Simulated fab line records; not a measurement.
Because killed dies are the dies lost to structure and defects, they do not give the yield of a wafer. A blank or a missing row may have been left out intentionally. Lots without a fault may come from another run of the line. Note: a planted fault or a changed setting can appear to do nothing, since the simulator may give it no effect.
Matching of chambers | flow nand-harc | 4 sister chambers for NHARC_P_CONTACT_STRIP_28 on rie-diel-11
The step strips in O2. 22 wafers are shown with their chamber, then 11 later ones without.

WAFERS, EACH WITH ITS CHAMBER
wafer  | chamber | showerhead-plenum-p-Torr (Torr) | drypump-motor-current-A (A) | throttle-valve-pct (%)
L074.1 | 2       | 3.43                            | 5.2                         | 17.032
L074.4 | 0       | 3.60                            | 6.7                         | 17.033
L074.6 | 2       | 3.43                            | 5.2                         | 17.044
L076.1 | 0       | 3.60                            | 6.7                         | 17.019
L076.2 | 2       | 3.43                            | 5.2                         | 17.045
L076.3 | 3       | 3.54                            | 6.3                         | 17.038
L076.4 | 1       | 3.70                            | 5.9                         | 17.034
L076.5 | 0       | 3.60                            | 6.7                         | 17.055
L076.6 | 1       | 3.70                            | 5.9                         | 17.037
L077.1 | 2       | 3.43                            | 5.2                         | 17.026
L077.3 | 1       | 3.70                            | 5.9                         | 17.039
L077.6 | 0       | 3.60                            | 6.6                         | 17.029
L079.2 | 0       | 3.59                            | 6.6                         | 17.024
L079.4 | 1       | 3.70                            | 5.9                         | 17.031
L079.6 | 1       | 3.70                            | 5.8                         | 17.030
L082.2 | 3       | 3.53                            | 6.3                         | 17.048
L082.4 | 2       | 3.42                            | 5.2                         | 17.020
L082.6 | 2       | 3.42                            | 5.2                         | 17.039
L089.2 | 0       | 3.59                            | 6.6                         | 17.031
L089.4 | 1       | 3.70                            | 5.9                         | 17.030
L089.5 | 0       | 3.59                            | 6.6                         | 17.034
L093.2 | 0       | 3.59                            | 6.6                         | 17.040

SIGNATURES (averages over the wafers above)
reading                  | chamber 0 | chamber 1 | chamber 2 | chamber 3 | scatter within a chamber
showerhead-plenum-p-Torr | 3.5950    | 3.7000    | 3.4267    | 3.5350    | 0.00461
drypump-motor-current-A  | 6.638     | 5.883     | 5.200     | 6.300     | 0.0388
throttle-valve-pct       | 17.03312  | 17.03350  | 17.03433  | 17.04300  | 0.00902
Rule: a wafer lies at a distance from a chamber equal to the root of the sum of squares, over the readings, of (its reading less the chamber's mean, divided by the reading's scatter). The wafer belongs to the nearest chamber; if the next one is less than 2 further off, it can't be placed. The scatter is the square root of a quotient: the sum, over the shown wafers, of each reading's squared deviation from its chamber's mean, divided by wafers minus chambers.

WAFERS WITH NO CHAMBER GIVEN
wafer  | showerhead-plenum-p-Torr (Torr) | drypump-motor-current-A (A) | throttle-valve-pct (%)
L093.3 | 3.42                            | 5.2                         | 17.045
L093.6 | 3.42                            | 5.2                         | 17.018
L094.3 | 3.53                            | 6.3                         | 17.045
L094.5 | 3.59                            | 6.6                         | 17.028
L094.6 | 3.69                            | 5.9                         | 17.029
L097.1 | 3.53                            | 6.3                         | 17.045
L097.4 | 3.69                            | 5.9                         | 17.054
L097.6 | 3.42                            | 5.2                         | 17.026
L096.1 | 3.59                            | 6.6                         | 17.049
L096.2 | 3.42                            | 5.2                         | 17.018
L096.4 | 3.53                            | 6.2                         | 17.044

THE CHAMBER EACH PASSED THROUGH
wafer  | from the rows above | in truth
L093.3 | 2                   | 2
L093.6 | 2                   | 2
L094.3 | 3                   | 3
L094.5 | 0                   | 0
L094.6 | 1                   | 1
L097.1 | 3                   | 3
L097.4 | 1                   | 1
L097.6 | 2                   | 2
L096.1 | 0                   | 0
L096.2 | 2                   | 2
L096.4 | 3                   | 3
11 of 11 placed correctly. From these rows, 0 cannot be placed. Wrongly placed: 0.
